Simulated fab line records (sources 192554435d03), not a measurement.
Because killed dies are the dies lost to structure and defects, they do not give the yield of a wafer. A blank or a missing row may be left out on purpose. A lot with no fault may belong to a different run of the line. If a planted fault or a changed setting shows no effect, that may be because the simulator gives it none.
Chamber matching    flow n5_finfet    N5_BEOL_M11_STRIP_67 on rie_diel-06: 4 sister chambers
The step strips in CF4. 4 wafers are shown with their chamber, then 11 later ones without.

WAFERS, EACH WITH ITS CHAMBER
wafer   chamber  showerhead_plenum_p_Torr (Torr)
L080.2  3        1.75
L082.1  1        1.70
L083.5  2        1.87
L081.1  0        1.80

WAFERS WITH NO CHAMBER GIVEN
wafer   showerhead_plenum_p_Torr (Torr)
L081.4  1.70
L081.5  1.70
L089.2  1.74
L089.4  1.79
L089.6  1.74
L092.2  1.91
L092.4  1.87
L092.5  1.79
L096.2  1.79
L096.3  1.86
L096.5  1.86

EACH ONE'S CHAMBER
wafer    from the rows above   in truth
L081.4   1                     1
L081.5   1                     1
L089.2   3                     3
L089.4   0                     0
L089.6   3                     3
L092.2   2                     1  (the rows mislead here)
L092.4   2                     2
L092.5   0                     0
L096.2   0                     0
L096.3   2                     2
L096.5   2                     2
Correct placement for 10 of the 11. Left unplaced by these rows: 0. 1 placed wrongly.
How it was worked out, from the rows above alone: a wafer's distance from a chamber is the root of the sum, over the readings, of the square of ((its reading less the chamber's mean) divided by the reading's scatter). If the next closest chamber is less than 2 further off than the closest, the wafer can't be placed; otherwise it belongs to the closest. A chamber's mean is the mean of its shown wafers. The scatter: with one shown wafer a chamber, the root of the mean of the squares of how far each hidden wafer lies from its nearest shown one.
